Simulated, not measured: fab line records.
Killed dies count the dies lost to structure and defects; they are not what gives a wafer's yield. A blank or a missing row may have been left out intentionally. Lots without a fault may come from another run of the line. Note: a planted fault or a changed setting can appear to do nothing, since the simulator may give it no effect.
Commonality check across tools | flow nand-harc | Sampled: 11 lots, 33 wafers

## WHAT PROMPTED THE OPENING
At NHARC_A_CHANNEL_HOLE_D2_INSPECT_40 the reading raw-defect-count is flagged on 2 of 11 lots. Fault-free wafers read 288, with a standard deviation of 91.
Rule: a lot is flagged when every wafer of it that has a number lies more than 4 standard deviations from that mean, or none has a number. All remaining lots are regarded as sound.

lot  | measured     | on                | raw-defect-count, wafer by wafer | flag
L795 | day 13 19:42 | defect-inspect-02 | 218 245 233                      |
L796 | day 14 09:20 | defect-inspect-01 | 342 552 293                      |
L799 | day 15 09:42 | defect-inspect-02 | 262 267 291                      |
L806 | day 18 03:12 | defect-inspect-02 | 1010 1112 1056                   | FLAGGED
L807 | day 18 18:34 | defect-inspect-01 | 1178 1189 1299                   | FLAGGED
L808 | day 19 16:50 | defect-inspect-02 | 327 355 276                      |
L812 | day 21 03:39 | defect-inspect-02 | 259 378 316                      |
L814 | day 21 23:21 | defect-inspect-02 | 197 219 200                      |
L815 | day 22 00:31 | defect-inspect-01 | 244 230 249                      |
L813 | day 22 03:40 | defect-inspect-02 | 401 390 265                      |
L816 | day 22 05:22 | defect-inspect-01 | 329 224 278                      |
Average over the flagged lots: 1141; offset from the usual +853, equal to +9 standard deviations.

## WHICH TOOL EACH LOT WENT THROUGH
Before the reading, the record contains 3 process steps out of a 1302-step route. In each cell: the tool, then ch and the chambers that the sampled wafers went through, then the start.
lot  | flag    | NHARC_A_CHANNEL_HOLE_D2_ETCH_16    | NHARC_A_CHANNEL_HOLE_D2_ETCH_21  | NHARC_A_CHANNEL_HOLE_D2_ETCH_25
L795 |         | rie-diel-11 ch 0,1,2, day 13 12:22 | har-etch-02 ch 0,1, day 13 14:24 | har-etch-02 ch 0,1, day 13 16:53
L796 |         | rie-diel-04 ch 0,1,2, day 14 02:56 | har-etch-01 ch 0,1, day 14 04:06 | har-etch-01 ch 0,1, day 14 06:40
L799 |         | rie-diel-04 ch 0,1, day 15 03:11   | har-etch-02 ch 0,1, day 15 04:20 | har-etch-02 ch 0,1, day 15 06:53
L806 | FLAGGED | rie-diel-04 ch 0,2,3, day 17 20:25 | har-etch-01 ch 0,1, day 17 21:30 | har-etch-01 ch 0,1, day 17 23:59
L807 | FLAGGED | rie-diel-04 ch 0,1, day 18 12:16   | har-etch-01 ch 0,1, day 18 13:26 | har-etch-01 ch 0,1, day 18 16:02
L808 |         | rie-diel-11 ch 0,1,2, day 19 10:16 | har-etch-01 ch 0,1, day 19 11:37 | har-etch-01 ch 0,1, day 19 14:10
L812 |         | rie-diel-11 ch 1,2,3, day 20 21:19 | har-etch-01 ch 0,1, day 20 22:20 | har-etch-01 ch 0,1, day 21 00:50
L814 |         | rie-diel-11 ch 0,1,3, day 21 17:03 | har-etch-01 ch 0,1, day 21 18:08 | har-etch-01 ch 0,1, day 21 20:42
L815 |         | rie-diel-04 ch 0,2,3, day 21 18:07 | har-etch-02 ch 0,1, day 21 19:12 | har-etch-02 ch 0,1, day 21 21:40
L813 |         | rie-diel-11 ch 0,1,2, day 21 19:07 | har-etch-01 ch 0,1, day 21 22:14 | har-etch-01 ch 0,1, day 22 00:43
L816 |         | rie-diel-07 ch 0,1,3, day 21 22:55 | har-etch-02 ch 0,1, day 22 00:11 | har-etch-02 ch 0,1, day 22 02:43
What the steps here do:
- NHARC_A_CHANNEL_HOLE_D2_ETCH_16: etches the open film in O2/COS, target depth 3100 nm, time 806 s.
- NHARC_A_CHANNEL_HOLE_D2_ETCH_21: etches the open film in C4F8/O2/Ar, time 514.3 s, target depth 1600 nm.
- NHARC_A_CHANNEL_HOLE_D2_ETCH_25: etches the open film in C4F8/O2/Ar, time 1040.2 s, target depth 1500 nm.
- NHARC_A_CHANNEL_HOLE_D2_INSPECT_40

## FLAGGED AGAINST TOTAL, ONE TOOL AT A TIME (gauges that did the reading follow at the end)
step                               | tool              | lots run | flagged | share of the flagged lots | sound lots run after its first flagged lot
NHARC_A_CHANNEL_HOLE_D2_ETCH_16    | rie-diel-04       | 5        | 2       | all                       | 1 (L815)
NHARC_A_CHANNEL_HOLE_D2_ETCH_16    | rie-diel-07       | 1        | 0       | none                      | -
NHARC_A_CHANNEL_HOLE_D2_ETCH_16    | rie-diel-11       | 5        | 0       | none                      | -
NHARC_A_CHANNEL_HOLE_D2_ETCH_21    | har-etch-01       | 7        | 2       | all                       | 4 (L808,L812,L814,L813)
NHARC_A_CHANNEL_HOLE_D2_ETCH_21    | har-etch-02       | 4        | 0       | none                      | -
NHARC_A_CHANNEL_HOLE_D2_ETCH_25    | har-etch-01       | 7        | 2       | all                       | 4 (L808,L812,L814,L813)
NHARC_A_CHANNEL_HOLE_D2_ETCH_25    | har-etch-02       | 4        | 0       | none                      | -
NHARC_A_CHANNEL_HOLE_D2_INSPECT_40 | defect-inspect-01 | 4        | 1       | some                      | 2 (L815,L816)
NHARC_A_CHANNEL_HOLE_D2_INSPECT_40 | defect-inspect-02 | 7        | 1       | some                      | 4 (L808,L812,L814,L813)

## WHAT THE TABLE ALLOWS
Every flagged lot was run by 3 rows of the table: rie-diel-04 at NHARC_A_CHANNEL_HOLE_D2_ETCH_16, har-etch-01 at NHARC_A_CHANNEL_HOLE_D2_ETCH_21 and har-etch-01 at NHARC_A_CHANNEL_HOLE_D2_ETCH_25.
- rie-diel-04 at NHARC_A_CHANNEL_HOLE_D2_ETCH_16: 2 of its 5 lots flagged. Sound lots ran on it after the first flagged one (L815), which a lasting fault on the whole tool wouldn't allow.
- har-etch-01 at NHARC_A_CHANNEL_HOLE_D2_ETCH_21: 2 of its 7 lots flagged. Sound lots ran on it after the first flagged one (L808, L812, L814, L813), which a lasting fault on the whole tool wouldn't allow.
- har-etch-01 at NHARC_A_CHANNEL_HOLE_D2_ETCH_25: 2 of its 7 lots flagged. Sound lots ran on it after the first flagged one (L808, L812, L814, L813), which a lasting fault on the whole tool wouldn't allow.
Every row of the table either missed a flagged lot or ran a sound lot after the first.

## WHAT THE SIMULATOR HAD PUT IN
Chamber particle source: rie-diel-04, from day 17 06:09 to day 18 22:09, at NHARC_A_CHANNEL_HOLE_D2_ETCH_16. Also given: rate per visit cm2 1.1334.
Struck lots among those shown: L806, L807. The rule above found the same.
